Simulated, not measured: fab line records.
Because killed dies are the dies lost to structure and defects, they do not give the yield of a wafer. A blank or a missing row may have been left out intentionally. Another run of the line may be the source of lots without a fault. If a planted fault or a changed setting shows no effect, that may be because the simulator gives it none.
Chamber matching / flow nandHarc / rieDiel-02 running NHARC_P_GATE_DESCUM_48: 4 sister chambers
The step chemistry O2, time 3 s. 14 wafers are shown with their chamber, then 7 later ones without.

## EACH WAFER AND ITS CHAMBER
wafer=L548.1; chamber=2; drypumpMotorCurrentA (A)=4.9; showerheadPlenumPTorr (Torr)=2.00; rfVppV (V)=58.1
wafer=L548.4; chamber=3; drypumpMotorCurrentA (A)=5.3; showerheadPlenumPTorr (Torr)=2.00; rfVppV (V)=59.1
wafer=L548.5; chamber=0; drypumpMotorCurrentA (A)=5.2; showerheadPlenumPTorr (Torr)=2.01; rfVppV (V)=57.5
wafer=L550.4; chamber=3; drypumpMotorCurrentA (A)=5.2; showerheadPlenumPTorr (Torr)=2.00; rfVppV (V)=57.7
wafer=L550.5; chamber=3; drypumpMotorCurrentA (A)=5.2; showerheadPlenumPTorr (Torr)=2.00; rfVppV (V)=59.3
wafer=L550.6; chamber=2; drypumpMotorCurrentA (A)=4.9; showerheadPlenumPTorr (Torr)=2.00; rfVppV (V)=57.8
wafer=L552.3; chamber=1; drypumpMotorCurrentA (A)=5.7; showerheadPlenumPTorr (Torr)=1.94; rfVppV (V)=57.1
wafer=L552.4; chamber=2; drypumpMotorCurrentA (A)=4.9; showerheadPlenumPTorr (Torr)=2.00; rfVppV (V)=56.7
wafer=L552.5; chamber=3; drypumpMotorCurrentA (A)=5.3; showerheadPlenumPTorr (Torr)=2.00; rfVppV (V)=58.7
wafer=L562.2; chamber=3; drypumpMotorCurrentA (A)=5.3; showerheadPlenumPTorr (Torr)=1.99; rfVppV (V)=56.3
wafer=L562.3; chamber=1; drypumpMotorCurrentA (A)=5.7; showerheadPlenumPTorr (Torr)=1.94; rfVppV (V)=56.7
wafer=L562.5; chamber=3; drypumpMotorCurrentA (A)=5.3; showerheadPlenumPTorr (Torr)=1.99; rfVppV (V)=57.3
wafer=L566.2; chamber=0; drypumpMotorCurrentA (A)=5.3; showerheadPlenumPTorr (Torr)=2.00; rfVppV (V)=58.2
wafer=L566.4; chamber=2; drypumpMotorCurrentA (A)=4.9; showerheadPlenumPTorr (Torr)=2.00; rfVppV (V)=58.9

SIGNATURES, as means of the wafers listed above
reading=drypumpMotorCurrentA; chamber 0=5.250; chamber 1=5.700; chamber 2=4.900; chamber 3=5.267; scatter within a chamber=0.0428
reading=showerheadPlenumPTorr; chamber 0=2.0050; chamber 1=1.9400; chamber 2=2.0000; chamber 3=1.9967; scatter within a chamber=0.00428
reading=rfVppV; chamber 0=57.850; chamber 1=56.900; chamber 2=57.875; chamber 3=58.067; scatter within a chamber=0.982
Rule: distance of a wafer from a chamber = root of the sum over the readings of ((wafer's reading minus chamber's mean) / reading's scatter) squared. If the next closest chamber is less than 2 further off than the closest, the wafer can't be placed; otherwise it belongs to the closest. How the scatter is found: for the shown wafers, subtract from each reading the mean of its chamber, square and add these, divide the total by (wafers less chambers), then take the root.

## WAFERS WITH NO CHAMBER GIVEN
wafer=L566.5; drypumpMotorCurrentA (A)=4.9; showerheadPlenumPTorr (Torr)=2.00; rfVppV (V)=56.9
wafer=L567.3; drypumpMotorCurrentA (A)=5.3; showerheadPlenumPTorr (Torr)=2.00; rfVppV (V)=59.1
wafer=L567.4; drypumpMotorCurrentA (A)=5.7; showerheadPlenumPTorr (Torr)=1.94; rfVppV (V)=60.8
wafer=L567.6; drypumpMotorCurrentA (A)=5.7; showerheadPlenumPTorr (Torr)=1.94; rfVppV (V)=58.6
wafer=L568.3; drypumpMotorCurrentA (A)=5.7; showerheadPlenumPTorr (Torr)=1.94; rfVppV (V)=58.2
wafer=L568.5; drypumpMotorCurrentA (A)=5.7; showerheadPlenumPTorr (Torr)=1.94; rfVppV (V)=58.0
wafer=L568.6; drypumpMotorCurrentA (A)=5.2; showerheadPlenumPTorr (Torr)=2.00; rfVppV (V)=57.8

## WHICH CHAMBER EACH ONE RAN IN
wafer=L566.5; from the rows above=2; in truth=2
wafer=L567.3; from the rows above=can't be placed: 3 or 0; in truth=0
wafer=L567.4; from the rows above=1; in truth=1
wafer=L567.6; from the rows above=1; in truth=1
wafer=L568.3; from the rows above=1; in truth=1
wafer=L568.5; from the rows above=1; in truth=1
wafer=L568.6; from the rows above=can't be placed: 0 or 3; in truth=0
Correct placement for 5 of the 7. From these rows, 2 cannot be placed; in 2 the true chamber is one of the candidates. 0 placed wrongly.
